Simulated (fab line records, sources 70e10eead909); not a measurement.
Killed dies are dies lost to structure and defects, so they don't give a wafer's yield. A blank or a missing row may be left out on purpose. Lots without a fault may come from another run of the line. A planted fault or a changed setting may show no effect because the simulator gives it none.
A struck lot beside a sound one | flow nand_harc | 15 steps out of a route of 1302
Sound: wafers L743.4, L743.5, L743.6. Struck: wafers L752.3, L752.5, L752.6. The cause comes at the end.
At each step with rows: each side's tool, then ch and its chambers, then its first start. Under that, the readings that differ: sound wafers | struck wafers | difference of the means | sigmas: that difference in standard deviations of wafers without a fault.
alike: readings whose means differ by less than 2 such deviations, and words and numbers that are the same on both sides. not compared: withheld readings, readings that some wafer has no value for, bounds like >300 that may hide the same value, and numbers for which the record gives no deviation and whose values overlap.
The two part at a step that has a row with sigmas, a row that says differs or no value, or rows on one side only. Numbers that don't overlap but have no deviation are shown without sigmas and don't part them. A reading that every wafer of one side lacks parts them only if that side has two wafers or more.

first, 8 steps without rows for these wafers: NHARC_A_BONDPAD_HMDS_02 (time 30 s); NHARC_A_BONDPAD_COAT_33 (time 65 s); NHARC_A_BONDPAD_COAT_03 (resist thk 600 nm); NHARC_A_BONDPAD_SOFTBAKE_04 (time 70 s); NHARC_A_BONDPAD_EBR_05; NHARC_A_BONDPAD_EXPOSE_06 (exposes mask A BPAD); NHARC_A_BONDPAD_PEB_07 (peb time 80 s); NHARC_A_BONDPAD_DEVELOP_08 (time 50 s).
NHARC_A_BONDPAD_CD_MEAS_09: target cd 500 nm.
  sound on cd_sem-01 ch 0, day 27 14:13; struck on cd_sem-01 ch 0, day 31 21:28
  alike: cd_nm
NHARC_A_BONDPAD_OVL_MEAS_35:
  sound on overlay-01, day 27 14:18; struck on overlay-02, day 31 21:33
  reading           | sound       | struck      | difference | sigmas
  overlay_x_nm (nm) | -7 -7 -7    | -18 -18 -19 | -11        | -2
  overlay_y_nm (nm) | -14 -13 -14 | 0 0 1       | +14        | +3
then, 1 step without rows for these wafers: NHARC_A_BONDPAD_HARDBAKE_10 (time 65 s).
NHARC_A_BONDPAD_DESCUM_11: chemistry O2, time 3 s.
  sound on rie_diel-08 ch 1,2, day 27 14:25; struck on rie_diel-08 ch 2,3, day 31 21:41
  alike: drypump_motor_current_A, mfc_ar_sccm, oes_product_au, rf_vpp_V, showerhead_plenum_p_Torr, throttle_valve_pct
  not compared: rf_hours_counter_h
NHARC_A_BONDPAD_ETCH_34: etches the open film in N2/H2, target depth 60 nm, overetch 18 nm, time 65.91 s.
  sound on rie_diel-08 ch 0,1,3, day 27 14:31; struck on rie_diel-08 ch 0,1, day 31 21:46
  no value came back on the struck wafers for any of 8 readings (bias_w (W), chamber_pressure_mTorr (mTorr) and others); on the sound wafers bias_w (W) reads 149.4 149.9 149.3
  not compared: rf_hours_counter_h
NHARC_A_BONDPAD_ETCH_12: etches the open film in CHF3/O2, target depth 220 nm, time 110 s.
  sound on rie_diel-08 ch 0,3; struck on rie_diel-08 ch 2,3, day 31 21:52
  alike: bias_w, chamber_pressure_mTorr, drypump_motor_current_A, mfc_ar_sccm, oes_product_au, rf_vpp_V, showerhead_plenum_p_Torr, throttle_valve_pct
  not compared: rf_hours_counter_h
NHARC_END_SORT_01:
  sound on prober-01 ch 0, day 29 08:45; struck on prober-02 ch 0, day 33 10:23
  reading                  | sound          | struck      | difference | sigmas
  defect_limited_yield (%) | 92.9 92.0 93.9 | 0 0 0       | -93        | -36
  killed_at_array          | 46 47 40       | 668 666 669 | +623       | +35
  killed_at_other          | 2 0 0          | 6 5 3       | +4         | +3
  killed_dies              | 48 54 41       | 677 677 677 | +629       | +35
  alike: killed_at_periphery, killed_open, killed_short

WHERE THEY PART
First at NHARC_A_BONDPAD_OVL_MEAS_35; last, within this record, at NHARC_END_SORT_01.

WHY: what the simulator had put in
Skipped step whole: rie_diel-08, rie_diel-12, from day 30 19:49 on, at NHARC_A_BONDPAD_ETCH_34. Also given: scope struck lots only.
